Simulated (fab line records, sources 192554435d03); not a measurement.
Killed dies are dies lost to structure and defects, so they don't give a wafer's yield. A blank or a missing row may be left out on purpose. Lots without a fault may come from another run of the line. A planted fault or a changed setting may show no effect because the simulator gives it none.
A struck lot beside a sound one | flow n5_finfet | 25 steps out of a route of 1938
Sound: wafers L671.1, L671.2, L671.5. Struck: wafers L678.2, L678.3, L678.6. The cause comes at the end.
At each step with rows: each side's tool, then ch and its chambers, then its first start. Under that, the readings that differ: sound wafers | struck wafers | difference of the means | sigmas: that difference in standard deviations of wafers without a fault.
alike: readings whose means differ by less than 2 such deviations, and words and numbers that are the same on both sides. not compared: withheld readings, readings that some wafer has no value for, bounds like >300 that may hide the same value, and numbers for which the record gives no deviation and whose values overlap.
The two part at a step that has a row with sigmas, a row that says differs or no value, or rows on one side only. Numbers that don't overlap but have no deviation are shown without sigmas and don't part them. A reading that every wafer of one side lacks parts them only if that side has two wafers or more.

first, 11 steps without rows for these wafers: N5_BEOL_M0_SAQP_STRIP_108 (strips in N2/H2); N5_BEOL_M0_SAQP_RECESS_109 (chemistry HF/NH3, target SiO2, target depth 3 nm, afs cycles 1, sublimation time 60 s); N5_BEOL_M0_SAQP_SPACER2_ALD_26 (deposits SiO2, target thk 15 nm, pulse time 1 s, purge time 2 s); N5_BEOL_M0_SAQP_SPACER2_ETCHBACK_27 (etches SiO2 in CHF3/O2, target depth 22.5 nm, time 11.25 s); N5_BEOL_M0_SAQP_MANDREL2_REMOVE_110 (chemistry HBr/Cl2/O2, target a-Si, stops on SiCN, bt time 10 s); N5_BEOL_M0_SAQP_COAT_69 (time 60 s, resist thk 90 nm); N5_BEOL_M0_SAQP_COAT_72 (time 60 s, resist thk 15 nm); N5_BEOL_M0_SAQP_COAT_87 (time 60 s, resist thk 5 nm); N5_BEOL_M0_SAQP_COAT_34 (resist thk 30 nm); N5_BEOL_M0_SAQP_EBR_36; N5_BEOL_M0_SAQP_SOFTBAKE_35 (time 60 s).
N5_BEOL_M0_SAQP_EXPOSE_37: exposes mask M0 CUT1, target cd 30 nm.
  sound on euv_scanner-02 ch 0, day 7 02:20; struck on euv_scanner-02 ch 0, day 9 22:05
  reading              | sound             | struck            | difference | sigmas
  exposure_dose_mJ_cm2 | 44.71 44.72 44.73 | 43.38 43.29 43.36 | -1.38      | -29
  alike: mask
then, 2 steps without rows for these wafers: N5_BEOL_M0_SAQP_PEB_38 (peb time 60 s); N5_BEOL_M0_SAQP_DEVELOP_39 (develop time 30 s).
N5_BEOL_M0_SAQP_CD_MEAS_40: target cd 30 nm.
  sound on cd_sem-01 ch 0, day 7 02:28; struck on cd_sem-03 ch 0, day 9 22:13
  reading    | sound             | struck            | difference | sigmas
  cd_nm (nm) | 30.21 30.22 30.05 | 28.79 28.99 29.35 | -1.12      | -4
N5_BEOL_M0_SAQP_DESCUM_45: chemistry O2, time 7 s.
  sound on rie_diel-03 ch 0,1,3, day 7 02:35; struck on rie_diel-04 ch 0,1,3, day 9 22:26
  reading                       | sound        | struck       | difference | sigmas
  model.BEOL_M0_SAQP.cd_nm (nm) | 30 30.2 30.2 | 29 29.2 29.4 | -1         |
  alike: drypump_motor_current_A, oes_product_au, rf_vpp_V, showerhead_plenum_p_Torr, throttle_valve_pct
  not compared: rf_hours_counter_h
then, 6 steps without rows for these wafers: N5_BEOL_M0_SAQP_ETCH_88 (etches underlayer in N2/H2, target depth 6.5 nm, time 5.2 s); N5_BEOL_M0_SAQP_ETCH_73 (etches SiARC in CF4, target depth 19.5 nm, time 32.5 s); N5_BEOL_M0_SAQP_CUT_ETCH_46 (etches SOC in N2/H2, target depth 135 nm, overetch 27 nm, time 202.5 s); N5_BEOL_M0_SAQP_STRIP_74 (strips in N2/H2); N5_BEOL_M0_SAQP_STRIP_89 (strips in N2/H2); N5_BEOL_M0_SAQP_ALD_48 (deposits SiO2, target thk 20 nm, pulse time 1 s, co reactant pulse time 1 s).
N5_BEOL_M0_SAQP_ETCH_49: etches SiO2 in CF4/O2, target depth 37 nm.
  sound on rie_diel-03 ch 0,1, day 7 03:29; struck on rie_diel-01 ch 0,1,3, day 9 23:38
  reading                       | sound        | struck         | difference | sigmas
  model.BEOL_M0_SAQP.cd_nm (nm) | 30 30.2 30.2 | 28.8 29.2 29.4 | -1.0       |
  alike: drypump_motor_current_A, oes_product_au, rf_vpp_V, showerhead_plenum_p_Torr, throttle_valve_pct
  not compared: rf_hours_counter_h
then, 1 step without rows for these wafers: N5_BEOL_M0_SAQP_STRIP_75 (strips in CF4).
N5_BEOL_M4_RC_MEAS_101:
  sound on prober-01 ch 0, day 9 11:46; struck on prober-02 ch 0, day 11 21:46
  alike: DIBL_N, DIBL_P, IOFF_N, IOFF_P, ION_N, ION_P, SS_N, SS_P, VT_N, VT_P

WHERE THEY PART
First at N5_BEOL_M0_SAQP_EXPOSE_37; last, within this record, at N5_BEOL_M0_SAQP_CD_MEAS_40. Later steps at which nothing parts them and some readings are alike: N5_BEOL_M0_SAQP_DESCUM_45, N5_BEOL_M0_SAQP_ETCH_49, N5_BEOL_M4_RC_MEAS_101.

WHY: what the simulator had put in
Process parameter drift: euv_scanner-02, from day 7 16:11 on, at N5_BEOL_M0_SAQP_EXPOSE_37. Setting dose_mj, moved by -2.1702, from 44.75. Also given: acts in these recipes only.
